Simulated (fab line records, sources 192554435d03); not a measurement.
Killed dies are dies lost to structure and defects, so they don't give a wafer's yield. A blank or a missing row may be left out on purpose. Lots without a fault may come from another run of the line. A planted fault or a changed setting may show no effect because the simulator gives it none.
fab line records | flow n5_finfet
record lots=24 wafers=72 last_day=18
route steps=1938 shown BEOL_M14@1763 BEOL_M15@1787
lots that met no fault: from a run of the same line without faults
start_h: hours from the record's first day to the start of the lot's first wafer shown | wait_h: hours since the lot's step before | " the same as in the row above | L1.1+2: a row that stands for several wafers | - no value, or no start given | * or withheld: withheld | < > ~ a bound
route shown NAME@n: a module of which the file shows steps, and the number in the route of the first | usual: mean/standard deviation of fault-free wafers | same: alike in all rows | chamber/n: place in a boat | sites: the reading at each site | _std_site: their standard deviation | _edge_site: outer sites' mean less inner sites' | radius_mm: how far each site lies from the wafer's centre | mask NAME#n: copy n | behind: the tool/chamber that last shaped the wafer | hold: why the lot was held/for how many hours/how that ended | device: the transistor (n, p or np) that didn't switch | end of line: the same wafers' tests at the end of the route | a step without rows: its recipe alone | killed: dies lost to structure and defects at the first sort, not the wafer's yield | map: a wafer's dies, x killed, . not, _ none there
set.NAME: the setting as run; set.NAME@STEP: as run at that earlier step | model.NAME: the simulator's own value behind a step, which no gauge read
steps of the route over a sample of lots; a table a step, a row a wafer
services: from which hour (start_h, from the record's first day; less than 0 if before it) a tool's chamber was out of use, for how many hours, and why
## steps
# step N5_BEOL_M14_SPUTTER_44
# recipe material=Ta target_thk_a=150 temp_c=50 bias_v=80 power_w=15000 chamber_pressure_pa=0.07 time_s=24.19
# usual throttle_valve_pct=29.8/0.87
# columns lot.wafer tool chamber start_h wait_h throttle_valve_pct
L074.1 pvd_sputter-03 - 242.99 0.0 29.2
L074.2 " - " " 30.7
L074.3 " - " " 29.4
L075.1 pvd_sputter-03 - 245.51 0.0 30.2
L075.4 " - " " 29.8
L075.6 " - " " 30.1
L077.4 pvd_sputter-01 - 260.43 0.0 30.1
L077.5 " - " " 29.7
L077.6 " - " " 29.1
L076.3 pvd_sputter-03 - 263.50 0.0 31.0
L076.4 " - " " 29.4
L076.5 " - " " 29.4
L079.1 pvd_sputter-02 - 263.56 0.0 28.3
L079.2 " - " " 30.7
L079.3 " - " " 31.0
L078.2 pvd_sputter-01 - 271.47 0.0 29.4
L078.4 " - " " 30.2
L078.5 " - " " 30.7
L080.2 pvd_sputter-02 - 281.53 0.0 28.8
L080.4 " - " " 27.8
L080.5 " - " " 29.1
L083.1 pvd_sputter-03 - 289.41 0.0 30.9
L083.3 " - " " 30.2
L083.4 " - " " 29.3
L081.2 pvd_sputter-02 - 295.62 0.0 28.0
L081.3 " - " " 30.7
L081.5 " - " " 29.1
L082.1 pvd_sputter-01 - 306.77 0.0 29.4
L082.4 " - " " 29.0
L082.6 " - " " 29.0
L084.1 pvd_sputter-02 - 320.86 0.0 28.1
L084.4 " - " " 28.5
L084.6 " - " " 29.0
L085.1 pvd_sputter-02 - 322.06 0.0 29.3
L085.2 " - " " 30.6
L085.3 " - " " 27.8
L086.3 pvd_sputter-03 - 331.04 0.0 29.6
L086.4 " - " " 29.5
L086.6 " - " " 29.4
L089.2 pvd_sputter-03 - 336.06 0.0 29.2
L089.4 " - " " 29.7
L089.5 " - " " 30.8
L087.2 pvd_sputter-02 - 337.38 0.0 31.0
L087.3 " - " " 27.9
L087.4 " - " " 29.1
L088.3 pvd_sputter-01 - 342.52 0.0 30.0
L088.4 " - " " 28.9
L088.5 " - " " 30.6
L090.1 pvd_sputter-02 - 352.50 0.0 30.6
L090.2 " - " " 28.0
L090.3 " - " " 28.9
L091.1 pvd_sputter-03 - 365.58 0.0 30.7
L091.5 " - " " 30.3
L091.6 " - " " 29.6
L094.2 pvd_sputter-03 - 372.02 0.0 29.5
L094.3 " - " " 30.0
L094.5 " - " " 30.2
L095.1 pvd_sputter-03 - 378.44 0.0 30.8
L095.4 " - " " 30.1
L095.6 " - " " 30.0
L092.1 pvd_sputter-01 - 388.86 0.0 30.3
L092.3 " - " " 31.0
L092.4 " - " " 28.9
L093.2 pvd_sputter-02 - 393.11 15.3 29.4
L093.4 " - " " 30.6
L093.6 " - " " 28.1
L096.1 pvd_sputter-01 - 402.91 0.0 30.1
L096.4 " - " " 30.7
L096.6 " - " " 30.3
L097.2 pvd_sputter-01 - 414.16 0.0 29.0
L097.5 " - " " 30.9
L097.6 " - " " 29.5
# step N5_BEOL_M14_CMP_49
# recipe stop_on=SiO2 t_overpolish_s=5.2 down_force_psi=2 platen_rpm=80 clearing_platen_down_force_psi=2 clearing_platen_rpm=80 post_cmp_clean=cu_alkaline target_thk_nm=560 clearing_platen_pad_velocity_m_s=1.5917 pad_velocity_m_s=1.5917
# usual barrier_field_endpoint_s=11.3/0.3 motor_current_A=8.0/0.84 overpolish_run_s=5.201/0.01 slurry_flow_ml_min=150.0/0.45 time_to_endpoint_s=121/5.4
# same t_overpolish_s=5.2
# columns lot.wafer tool chamber start_h wait_h barrier_field_endpoint_s motor_current_A overpolish_run_s slurry_flow_ml_min time_to_endpoint_s
L074.1 cmp-04 1 243.67 0.3 10.9 8.9 5.200 151.0 116
L074.3 " 2 " " 11.5 6.7 5.199 150.0 123
L074.2 " 0 " " 10.9 7.4 5.182 150.4 115
L075.1 cmp-04 2 246.21 0.3 11.3 6.8 5.191 149.9 124
L075.4 " 1 " " 11.1 8.6 5.192 149.6 116
L075.6 " 2 " " 11.6 7.1 5.202 150.0 126
L077.4 cmp-02 3 261.21 0.2 11.2 7.4 5.219 150.2 114
L077.5 " 1 " " 11.2 8.9 5.214 151.0 114
L077.6 " 2 " " 11.7 8.4 5.209 150.7 129
L076.4 cmp-04 3 264.18 0.1 11.2 8.7 5.202 149.9 118
L076.3 " 0 " " 10.8 7.4 5.225 149.3 117
L076.5 " 0 " " 10.9 7.8 5.205 150.4 117
L079.3 cmp-01 0 264.32 0.2 12.1 7.0 5.196 150.2 138
L079.2 " 1 " " 11.5 6.4 5.210 150.2 125
L079.1 " 2 " " 11.6 8.6 5.197 150.2 127
L078.2 cmp-04 3 272.16 0.2 11.6 8.1 5.195 150.0 124
L078.4 " 2 " " 12.1 6.8 5.212 150.3 132
L078.5 " 0 " " 11.3 7.3 5.225 150.1 121
L080.2 cmp-01 3 282.30 0.3 11.8 9.2 5.205 149.4 130
L080.4 " 0 " " 11.8 7.2 5.192 149.5 132
L080.5 " 2 " " 11.6 8.9 5.204 149.3 129
L083.1 cmp-02 0 290.49 0.3 11.2 8.6 5.213 150.1 118
L083.3 " 2 " " 11.5 8.0 5.201 150.6 128
L083.4 " 3 " " 11.1 7.2 5.192 150.0 116
L081.3 cmp-04 0 296.34 0.2 11.2 7.1 5.201 149.8 117
L081.2 " 2 " " 11.7 6.9 5.188 149.6 125
L081.5 " 0 " " 11.2 7.4 5.196 149.2 116
L082.4 cmp-01 1 307.45 0.1 11.4 7.0 5.192 150.5 124
L082.1 " 2 " " 11.6 8.9 5.192 149.6 124
L082.6 " 1 " " 11.5 6.8 5.228 149.9 123
L084.4 cmp-02 2 321.59 0.2 11.4 7.3 5.202 150.3 128
L084.1 " 0 " " 11.2 8.8 5.199 150.1 119
L084.6 " 1 " " 10.8 8.7 5.192 149.5 115
L085.3 cmp-01 2 322.79 0.2 11.4 8.5 5.204 149.7 121
L085.1 " 3 " " 11.5 9.1 5.190 150.0 125
L085.2 " 0 " " 11.8 6.8 5.178 149.7 128
L086.4 cmp-04 1 331.76 0.2 11.3 8.5 5.189 150.1 111
L086.3 " 2 " " 11.8 6.9 5.209 149.4 120
L086.6 " 0 " " 10.7 7.0 5.214 150.0 112
L089.4 cmp-04 3 336.77 0.1 10.9 8.7 5.204 150.3 118
L089.2 " 1 " " 11.1 8.9 5.200 150.2 118
L089.5 " 0 " " 11.2 7.5 5.199 151.1 118
L087.4 cmp-04 2 338.60 0.1 11.5 7.1 5.207 150.0 127
L087.2 " 3 " " 11.2 8.6 5.199 149.8 118
L087.3 " 0 " " 11.2 7.5 5.208 149.7 115
L088.3 cmp-01 1 343.47 0.2 11.5 6.8 5.215 149.1 121
L088.4 " 2 " " 11.7 8.5 5.187 150.0 122
L088.5 " 3 " " 11.7 9.0 5.206 149.7 127
L090.3 cmp-02 0 353.19 0.2 11.0 8.9 5.202 150.9 117
L090.1 " 2 " " 11.4 7.9 5.191 149.6 128
L090.2 " 3 " " 10.8 7.2 5.219 150.0 114
L091.1 cmp-01 2 366.56 0.4 11.3 8.8 5.200 149.6 120
L091.6 " 3 " " 11.2 9.2 5.199 150.8 124
L091.5 " 0 " " 11.4 6.8 5.231 150.1 127
L094.2 cmp-02 2 372.74 0.2 11.6 7.6 5.176 150.0 122
L094.3 " 0 " " 11.0 8.8 5.216 150.8 118
L094.5 " 1 " " 10.9 8.9 5.191 150.7 114
L095.1 cmp-01 1 379.12 0.3 11.4 6.6 5.199 150.3 122
L095.4 " 3 " " 11.4 8.8 5.216 150.0 125
L095.6 " 1 " " 10.8 6.9 5.205 150.4 115
L092.3 cmp-02 0 389.57 0.2 11.2 8.5 5.183 150.7 117
L092.1 " 1 " " 11.0 8.7 5.205 150.4 112
L092.4 " 3 " " 10.9 7.4 5.206 149.3 108
L093.4 cmp-02 2 393.83 0.2 11.5 8.0 5.188 149.9 123
L093.2 " 0 " " 11.0 8.7 5.207 149.9 114
L093.6 " 1 " " 10.9 8.5 5.202 150.3 114
L096.1 cmp-02 0 403.97 0.4 11.3 8.8 5.216 150.6 124
L096.4 " 1 " " 11.2 8.8 5.188 150.1 123
L096.6 " 3 " " 10.9 7.4 5.210 150.2 118
L097.2 cmp-02 1 414.96 0.3 11.4 8.8 5.207 150.2 117
L097.6 " 2 " " 11.8 7.7 5.209 151.0 132
L097.5 " 3 " " 11.2 7.7 5.185 149.9 117
# step N5_BEOL_M15_ETCH_59
# recipe chemistry=N2/H2 target=BARC target_depth_a=890 overetch_a=267 time_s=67.9 ion_energy_ev=200 pressure_mtorr=30 source_w=840 bias_w=150 n2_flow_sccm=200 h2_flow_sccm=200
# usual drypump_motor_current_A=5.9/0.32 oes_product_au=0.70/0.069 rf_vpp_V=523/3.3 showerhead_plenum_p_Torr=2.52/0.12 throttle_valve_pct=17.72/0.25
# columns lot.wafer tool chamber start_h wait_h drypump_motor_current_A oes_product_au rf_hours_counter_h rf_vpp_V showerhead_plenum_p_Torr throttle_valve_pct
L074.1 rie_diel-06 1 245.24 0.0 6.3 0.74 47 521 2.48 17.98
L074.2 " 3 " " 6.0 0.64 147 523 2.42 17.80
L074.3 " 2 " " 5.9 0.80 6 527 2.61 17.59
L075.1 rie_diel-06 1 247.69 0.0 6.2 0.73 48 522 2.48 17.97
L075.4 " 3 " " 6.0 0.64 - 520 2.42 17.80
L075.6 " 1 " " 6.2 0.73 - 522 2.48 17.98
L077.4 rie_diel-04 1 262.32 0.0 6.2 0.62 - 526 2.60 17.60
L077.5 " 2 " " 6.0 0.78 - 527 2.60 17.69
L077.6 " 3 " " 5.6 0.65 - 518 2.33 17.55
L076.3 rie_diel-04 3 265.37 0.0 5.6 0.65 146 519 2.33 17.57
L076.4 " 3 " " 5.6 0.64 - 518 2.33 17.57
L076.5 " 1 " " 6.2 0.62 - 528 2.60 17.63
L079.1 rie_diel-06 1 265.78 0.0 6.2 0.72 56 523 2.48 17.98
L079.2 " 2 " " 5.9 0.77 15 527 2.61 17.61
L079.3 " 3 " " 6.0 0.64 155 521 2.42 17.82
L078.2 rie_diel-06 1 273.32 0.0 6.2 0.72 58 521 2.48 18.00
L078.4 " 0 " " 5.5 0.82 2 528 2.70 17.54
L078.5 " 2 " " 5.9 0.76 - 525 2.60 17.62
L080.2 rie_diel-06 3 283.65 0.0 6.0 0.63 161 519 2.42 17.82
L080.4 " 0 " " 5.5 0.81 6 528 2.70 17.54
L080.5 " 1 " " 6.2 0.72 - 523 2.48 17.99
L083.1 rie_diel-06 1 291.99 0.0 6.2 0.72 63 522 2.48 18.00
L083.3 " 3 " " 6.0 0.64 163 520 2.42 17.82
L083.4 " 2 " " 5.9 0.76 22 524 2.60 17.63
L081.2 rie_diel-04 1 297.59 0.0 6.2 0.62 207 526 2.59 17.64
L081.3 " 0 " " 5.4 0.63 198 521 2.40 17.67
L081.5 " 2 " " 6.1 0.75 - 523 2.59 17.73
L082.1 rie_diel-06 3 308.74 0.0 6.0 0.63 167 520 2.41 17.84
L082.4 " 1 " " 6.2 0.72 67 523 2.48 18.00
L082.6 " 0 " " 5.5 0.78 - 528 2.69 17.53
L084.1 rie_diel-03 0 322.73 0.0 5.8 0.69 79 525 2.57 18.13
L084.4 " 3 " " 5.5 0.76 22 528 2.70 17.38
L084.6 " 2 " " 6.6 0.75 - 521 2.46 17.21
L085.1 rie_diel-03 2 323.91 0.0 6.6 0.76 38 522 2.46 17.23
L085.2 " 3 " " 5.5 0.76 23 527 2.70 17.37
L085.3 " 1 " " 5.6 0.60 234 521 2.40 18.19
L086.3 rie_diel-03 0 332.99 0.0 5.8 0.69 83 525 2.56 18.14
L086.4 " 3 " " 5.5 0.75 26 529 2.70 17.38
L086.6 " 0 " " 5.9 0.70 - 525 2.56 18.15
L089.2 rie_diel-03 1 337.96 0.0 5.6 0.60 239 520 2.39 18.22
L089.4 " 0 " " 5.9 0.69 85 522 2.56 18.15
L089.5 " 1 " " 5.6 0.60 - 521 2.39 18.21
L087.2 rie_diel-04 2 339.94 0.0 6.0 0.74 39 525 2.59 17.73
L087.3 " 0 " " 5.4 0.63 207 521 2.40 17.69
L087.4 " 1 " " 6.2 0.61 217 526 2.59 17.65
L088.3 rie_diel-04 1 344.55 0.0 6.2 0.61 218 526 2.59 17.67
L088.4 " 1 " " 6.2 0.60 - 525 2.59 17.65
L088.5 " 2 " " 6.1 0.75 - 525 2.59 17.75
L090.1 rie_diel-03 1 354.53 0.0 5.6 0.59 244 519 2.39 18.22
L090.2 " 2 " " 6.5 0.74 48 524 2.46 17.24
L090.3 " 0 " " 5.8 0.68 90 525 2.56 18.16
L091.1 rie_diel-04 3 368.03 0.0 5.6 0.63 174 518 2.32 17.63
L091.5 " 2 " " 6.1 0.73 - 525 2.58 17.74
L091.6 " 3 " " 5.6 0.63 - 518 2.32 17.61
L094.2 rie_diel-04 3 373.87 0.0 5.7 0.63 176 519 2.32 17.61
L094.3 " 0 " " 5.4 0.61 216 520 2.40 17.72
L094.5 " 1 " " 6.1 0.60 - 525 2.58 17.68
L095.1 rie_diel-06 3 380.41 0.0 6.0 0.61 186 520 2.41 17.86
L095.4 " 1 " " 6.2 0.70 86 521 2.47 18.04
L095.6 " 2 " " 5.9 0.72 - 525 2.59 17.67
L092.1 rie_diel-06 0 390.87 0.0 5.5 0.75 30 529 2.69 17.59
L092.3 " 1 " " 6.2 0.70 89 521 2.47 18.05
L092.4 " 3 " " 6.0 0.62 189 522 2.41 17.86
L093.2 rie_diel-06 1 394.95 0.0 6.2 0.69 91 522 2.47 18.04
L093.4 " 2 " " 5.9 0.72 50 526 2.59 17.68
L093.6 " 1 " " 6.2 0.69 - 521 2.47 18.04
L096.1 rie_diel-03 0 405.25 0.0 5.9 0.66 106 524 2.55 18.19
L096.4 " 3 " " 5.5 0.71 49 528 2.69 17.45
L096.6 " 2 " " 6.6 0.72 - 523 2.45 17.27
L097.2 rie_diel-04 0 416.13 0.0 5.4 0.61 223 520 2.39 17.71
L097.5 " 0 " " 5.4 0.60 - 519 2.39 17.71
L097.6 " 3 " " 5.7 0.63 - 518 2.32 17.64
# step N5_BEOL_M15_THK_MEAS_50
# recipe thk_meas_gauge=xrf reads=Cu_of_BEOL_M15_ECD_47
# usual M15_THK=855/22
# columns lot.wafer tool chamber start_h wait_h M15_THK[nm]
L074.1 film_metro-01 - 250.51 - 835
L074.2 " - " " 853
L074.3 " - " " 863
L075.1 film_metro-02 - 251.92 - 864
L075.4 " - " " 818
L075.6 " - " " 866
L077.4 film_metro-02 - 266.87 - 886
L077.5 " - " " 870
L077.6 " - " " 865
L076.3 film_metro-02 - 275.42 - 873
L076.4 " - " " 887
L076.5 " - " " 884
L079.1 film_metro-01 - 275.62 - 861
L079.2 " - " " 853
L079.3 " - " " 805
L078.2 film_metro-02 - 278.89 - 870
L078.4 " - " " 876
L078.5 " - " " 864
L080.2 film_metro-01 - 290.33 - 869
L080.4 " - " " 867
L080.5 " - " " 874
L083.1 film_metro-01 - 297.63 - 871
L083.3 " - " " 850
L083.4 " - " " 862
L081.2 film_metro-02 - 301.85 - 859
L081.3 " - " " 811
L081.5 " - " " 808
L082.1 film_metro-01 - 313.97 - 861
L082.4 " - " " 864
L082.6 " - " " 868
L084.1 film_metro-02 - 327.25 - 862
L084.4 " - " " 883
L084.6 " - " " 864
L085.1 film_metro-01 - 328.28 - 856
L085.2 " - " " 812
L085.3 " - " " 870
L086.3 film_metro-02 - 336.77 - 799
L086.4 " - " " 858
L086.6 " - " " 847
L089.2 film_metro-02 - 343.52 - 803
L089.4 " - " " 855
L089.5 " - " " 863
L087.2 film_metro-02 - 343.90 - 840
L087.3 " - " " 878
L087.4 " - " " 839
L088.3 film_metro-02 - 349.51 - 797
L088.4 " - " " 790
L088.5 " - " " 858
L090.1 film_metro-02 - 361.36 - 856
L090.2 " - " " 873
L090.3 " - " " 835
L091.1 film_metro-02 - 374.65 - 861
L091.5 " - " " 851
L091.6 " - " " 858
L094.2 film_metro-02 - 379.09 - 805
L094.3 " - " " 867
L094.5 " - " " 808
L095.1 film_metro-02 - 384.29 - 862
L095.4 " - " " 844
L095.6 " - " " 865
L092.1 film_metro-02 - 395.65 - 869
L092.3 " - " " 846
L092.4 " - " " 792
L093.2 film_metro-01 - 403.54 - 857
L093.4 " - " " 862
L093.6 " - " " 853
L096.1 film_metro-01 - 408.83 - 827
L096.4 " - " " 876
L096.6 " - " " 872
L097.2 film_metro-02 - 419.62 - 876
L097.5 " - " " 870
L097.6 " - " " 859
# step N5_BEOL_M15_DEP_53
# recipe material=SiCN target_thk_a=500 temp_c=withheld precursor=3MS/NH3 pressure_torr=3 rf_w=675 time_s=17.8
# usual showerhead_plenum_p_Torr=4.17/0.031 throttle_valve_pct=18.2/0.55
# columns lot.wafer tool chamber start_h wait_h showerhead_plenum_p_Torr throttle_valve_pct
L074.1 pecvd-03 1 250.58 0.0 4.16 18.8
L074.2 " 2 " " 4.17 17.0
L074.3 " 0 " " 4.13 18.1
L075.1 pecvd-02 2 251.98 0.0 4.12 18.2
L075.4 " 2 " " 4.11 18.4
L075.6 " 1 " " 4.20 18.6
L077.4 pecvd-02 2 266.95 0.0 4.12 18.3
L077.5 " 1 " " 4.18 19.3
L077.6 " 0 " " 4.20 18.4
L076.3 pecvd-03 0 275.49 0.0 4.14 18.0
L076.4 " 2 " " 4.15 17.5
L076.5 " 0 " " 4.14 18.0
L079.1 pecvd-04 0 275.68 0.0 4.20 18.2
L079.2 " 2 " " 4.23 17.7
L079.3 " 1 " " 4.16 17.7
L078.2 pecvd-04 1 278.97 0.0 4.17 17.9
L078.4 " 2 " " 4.22 17.5
L078.5 " 0 " " 4.20 18.0
L080.2 pecvd-02 0 290.40 0.0 4.18 18.8
L080.4 " 1 " " 4.19 18.9
L080.5 " 0 " " 4.19 18.4
L083.1 pecvd-03 1 297.70 0.0 4.17 18.6
L083.3 " 2 " " 4.15 17.3
L083.4 " 0 " " 4.15 18.3
L081.2 pecvd-04 0 301.91 0.0 4.19 18.1
L081.3 " 1 " " 4.17 17.4
L081.5 " 0 " " 4.19 18.1
L082.1 pecvd-03 1 314.03 0.0 4.16 18.7
L082.4 " 0 " " 4.13 18.2
L082.6 " 2 " " 4.15 17.2
L084.1 pecvd-04 2 327.31 0.0 4.24 17.8
L084.4 " 0 " " 4.19 18.1
L084.6 " 1 " " 4.16 17.9
L085.1 pecvd-04 1 328.36 0.0 4.16 17.8
L085.2 " 2 " " 4.23 17.6
L085.3 " 2 " " 4.23 18.0
L086.3 pecvd-04 2 336.83 0.0 4.23 17.6
L086.4 " 0 " " 4.19 18.2
L086.6 " 1 " " 4.16 17.6
L089.2 pecvd-03 0 343.58 0.0 4.13 18.2
L089.4 " 2 " " 4.16 17.5
L089.5 " 1 " " 4.16 18.9
L087.2 pecvd-02 1 343.97 0.0 4.19 19.1
L087.3 " 0 " " 4.19 18.8
L087.4 " 2 " " 4.12 18.2
L088.3 pecvd-04 1 349.57 0.0 4.17 17.9
L088.4 " 1 " " 4.17 17.6
L088.5 " 2 " " 4.23 18.1
L090.1 pecvd-02 1 361.43 0.0 4.19 18.9
L090.2 " 2 " " 4.12 18.5
L090.3 " 0 " " 4.18 18.4
L091.1 pecvd-02 0 374.71 0.0 4.18 18.6
L091.5 " 0 " " 4.17 18.3
L091.6 " 2 " " 4.11 18.5
L094.2 pecvd-02 1 379.15 0.0 4.20 18.9
L094.3 " 2 " " 4.12 18.9
L094.5 " 0 " " 4.17 18.4
L095.1 pecvd-03 2 384.35 0.0 4.17 17.5
L095.4 " 2 " " 4.17 17.5
L095.6 " 1 " " 4.16 18.8
L092.1 pecvd-03 2 395.71 0.0 4.17 17.4
L092.3 " 0 " " 4.14 18.2
L092.4 " 0 " " 4.14 18.0
L093.2 pecvd-03 1 403.60 0.0 4.16 18.8
L093.4 " 1 " " 4.18 19.0
L093.6 " 2 " " 4.16 17.5
L096.1 pecvd-03 2 408.89 0.0 4.16 17.6
L096.4 " 1 " " 4.15 18.6
L096.6 " 0 " " 4.14 18.1
L097.2 pecvd-02 2 419.68 0.0 4.12 18.7
L097.5 " 0 " " 4.18 18.9
L097.6 " 2 " " 4.11 18.7
# step N5_BEOL_M15_INSPECT_55
# recipe inspect_instrument=darkfield mode=post_dep
# usual raw_defect_count=70/22
# columns lot.wafer tool chamber start_h wait_h raw_defect_count
L074.1 defect_inspect-01 - 250.67 0.0 54
L074.2 " - " " 75
L074.3 " - " " 82
L075.1 defect_inspect-02 - 252.08 0.0 55
L075.4 " - " " 55
L075.6 " - " " 149
L077.4 defect_inspect-02 - 267.03 0.0 55
L077.5 " - " " 104
L077.6 " - " " 48
L076.3 defect_inspect-02 - 275.58 0.0 85
L076.4 " - " " 72
L076.5 " - " " 80
L079.1 defect_inspect-01 - 275.77 0.0 28
L079.2 " - " " 50
L079.3 " - " " 70
L078.2 defect_inspect-01 - 279.06 0.0 120
L078.4 " - " " 92
L078.5 " - " " 46
L080.2 defect_inspect-01 - 290.49 0.0 55
L080.4 " - " " 65
L080.5 " - " " 89
L083.1 defect_inspect-02 - 297.79 0.0 66
L083.3 " - " " 45
L083.4 " - " " 58
L081.2 defect_inspect-01 - 302.01 0.0 48
L081.3 " - " " 55
L081.5 " - " " 51
L082.1 defect_inspect-02 - 314.13 0.0 52
L082.4 " - " " 72
L082.6 " - " " 47
L084.1 defect_inspect-01 - 327.41 0.0 61
L084.4 " - " " 102
L084.6 " - " " 95
L085.1 defect_inspect-01 - 328.47 0.0 95
L085.2 " - " " 56
L085.3 " - " " 96
L086.3 defect_inspect-02 - 336.92 0.0 34
L086.4 " - " " 25
L086.6 " - " " 52
L089.2 defect_inspect-02 - 343.67 0.0 73
L089.4 " - " " 50
L089.5 " - " " 59
L087.2 defect_inspect-01 - 344.06 0.0 57
L087.3 " - " " 31
L087.4 " - " " 76
L088.3 defect_inspect-01 - 349.66 0.0 79
L088.4 " - " " 75
L088.5 " - " " 96
L090.1 defect_inspect-01 - 361.59 0.1 57
L090.2 " - " " 101
L090.3 " - " " 71
L091.1 defect_inspect-01 - 374.81 0.0 90
L091.5 " - " " 81
L091.6 " - " " 90
L094.2 defect_inspect-01 - 379.24 0.0 52
L094.3 " - " " 32
L094.5 " - " " 45
L095.1 defect_inspect-02 - 384.45 0.0 107
L095.4 " - " " 125
L095.6 " - " " 68
L092.1 defect_inspect-01 - 395.81 0.0 67
L092.3 " - " " 57
L092.4 " - " " 51
L093.2 defect_inspect-01 - 403.70 0.0 73
L093.4 " - " " 48
L093.6 " - " " 92
L096.1 defect_inspect-02 - 408.98 0.0 56
L096.4 " - " " 76
L096.6 " - " " 96
L097.2 defect_inspect-02 - 419.77 0.0 67
L097.5 " - " " 50
L097.6 " - " " 27
## services
# columns tool chamber start_h hours kind
cmp-04 - 224.79 1.5 repair
cmp-01 - 228.23 0.9 repair
cmp-01 - 230.09 1.5 repair
cmp-02 - 239.41 4.0 pm
pecvd-02 - 239.60 1.0 repair
rie_diel-04 0 250.43 17.9 repair
cmp-01 - 259.16 1.2 repair
cmp-02 - 263.19 4.4 pm
cmp-04 - 263.30 0.7 repair
cmp-01 - 281.15 0.8 repair
cmp-04 - 285.55 4.0 pm
pvd_sputter-02 - 305.99 6.3 repair
rie_diel-06 - 318.79 1.1 repair
rie_diel-04 0 341.79 8.0 repair
pecvd-04 - 350.50 5.5 pm
pvd_sputter-02 - 359.20 3.8 repair
rie_diel-06 0 366.77 5.4 repair
cmp-02 - 388.11 1.2 repair
rie_diel-04 0 391.03 6.1 repair
cmp-04 - 392.10 5.1 pm
rie_diel-06 3 398.14 6.2 repair
cmp-04 - 411.58 5.5 pm
pvd_sputter-03 - 413.79 4.6 repair
cmp-02 - 418.64 3.9 repair
## key
fault none
